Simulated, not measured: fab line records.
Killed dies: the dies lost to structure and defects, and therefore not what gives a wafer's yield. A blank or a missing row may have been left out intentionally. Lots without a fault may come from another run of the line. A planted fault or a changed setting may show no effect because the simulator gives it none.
Matching of chambers | flow n5 finfet | ald sin-02 running N5_STI_FIN_REVEAL_ALD_00: 4 sister chambers
The step deposits SiO2, target thk 1 nm, pulse time 1 s. 8 wafers are shown with their chamber, then 10 later ones without.

== WAFERS PAIRED WITH THEIR CHAMBERS ==
wafer  | chamber | heater power w (W) | precursor pulse height rel
L087.2 | 3       | 512                | 0.994
L088.1 | 2       | 478                | 1.006
L088.4 | 1       | 468                | 1.022
L090.1 | 2       | 468                | 0.990
L090.4 | 0       | 445                | 1.001
L090.6 | 3       | 506                | 1.004
L092.2 | 1       | 476                | 0.998
L092.4 | 0       | 464                | 1.022

== WAFERS WITH NO CHAMBER GIVEN ==
wafer  | heater power w (W) | precursor pulse height rel
L092.6 | 514                | 1.002
L093.1 | 517                | 0.965
L093.5 | 508                | 1.011
L093.6 | 446                | 1.028
L095.1 | 484                | 0.990
L095.2 | 514                | 1.032
L095.4 | 469                | 1.009
L097.2 | 517                | 1.028
L097.3 | 466                | 0.983
L097.6 | 485                | 1.007

== EACH ONE'S CHAMBER ==
wafer  | from the rows above          | in truth
L092.6 | 3                            | 3
L093.1 | 3                            | 3
L093.5 | 3                            | 3
L093.6 | can't be placed: 0 or 1      | 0
L095.1 | can't be placed: 2 or 1 or 3 | 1
L095.2 | 3                            | 3
L095.4 | can't be placed: 1 or 2 or 0 | 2
L097.2 | 3                            | 3
L097.3 | can't be placed: 2 or 1 or 0 | 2
L097.6 | can't be placed: 1 or 2 or 3 | 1
Placed correctly: 5 of 10. These rows do not allow placing 5 (true chamber among the candidates in 5). Wrongly placed: 0.
How it was worked out, from the rows above alone: a wafer's distance from a chamber is the root of the sum, over the readings, of the square of ((its reading less the chamber's mean) divided by the reading's scatter). If the next closest chamber is less than 2 further off than the closest, the wafer can't be placed; otherwise it belongs to the closest. The mean given for a chamber averages the wafers shown for that chamber. The scatter is the square root of a quotient: the sum, over the shown wafers, of each reading's squared deviation from its chamber's mean, divided by wafers minus chambers.
